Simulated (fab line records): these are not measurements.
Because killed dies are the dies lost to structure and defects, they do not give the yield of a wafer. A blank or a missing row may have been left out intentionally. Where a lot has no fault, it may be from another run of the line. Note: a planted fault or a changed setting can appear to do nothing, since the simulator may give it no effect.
Matching of chambers    flow nand harc    4 sister chambers for NHARC_A_CHANNEL_HOLE_D2_DESCUM_15 on rie diel-03
The step chemistry O2, time 3 s. 14 wafers are shown with their chamber, then 7 later ones without.

== EACH WAFER AND ITS CHAMBER ==
wafer   chamber  showerhead plenum p Torr (Torr)  drypump motor current A (A)  oes product au (a.u.)
L075.1  0        1.86                             5.9                          1.021
L075.3  3        2.01                             5.9                          1.000
L075.4  1        1.94                             5.7                          1.000
L077.3  2        1.97                             5.8                          1.000
L077.5  3        2.01                             5.9                          1.016
L077.6  2        1.97                             5.7                          0.997
L087.2  1        1.94                             5.7                          1.002
L087.3  0        1.85                             5.8                          1.008
L087.6  3        2.01                             6.0                          1.010
L088.1  2        1.96                             5.7                          0.997
L088.2  3        2.01                             5.9                          1.006
L088.5  0        1.85                             5.9                          1.008
L088.3  1        1.94                             5.7                          0.996
L088.4  0        1.85                             5.9                          1.010

SIGNATURES, as means of the wafers listed above
reading                   chamber 0  chamber 1  chamber 2  chamber 3  scatter within a chamber
showerhead plenum p Torr  1.8525     1.9400     1.9667     2.0100     0.00376
drypump motor current A   5.875      5.700      5.733      5.925      0.0465
oes product au            1.01175    0.99933    0.99800    1.00800    0.00527
Rule: for a wafer and a chamber, the distance is found by dividing, reading by reading, the gap between the wafer's reading and the chamber's mean by the reading's scatter, squaring, summing and taking the root. The wafer belongs to the nearest chamber; if the next one is less than 2 further off, it can't be placed. The scatter: take each reading less its chamber's mean, square it, sum over the shown wafers, divide by the number of wafers less the number of chambers, and take the root.

== WAFERS MISSING THEIR CHAMBER ==
wafer   showerhead plenum p Torr (Torr)  drypump motor current A (A)  oes product au (a.u.)
L088.6  2.01                             5.9                          1.010
L090.2  2.01                             6.0                          1.021
L090.3  1.94                             5.7                          1.001
L090.6  2.01                             5.9                          1.022
L095.2  1.94                             5.7                          1.003
L095.4  1.96                             5.7                          1.018
L095.5  1.94                             5.8                          0.997

== THE CHAMBER EACH PASSED THROUGH ==
wafer   from the rows above  in truth
L088.6  3                    3
L090.2  3                    3
L090.3  1                    1
L090.6  3                    3
L095.2  1                    1
L095.4  2                    2
L095.5  1                    1
Correct placement for 7 of the 7. Can't be placed from these rows: 0. Placed wrongly: 0.
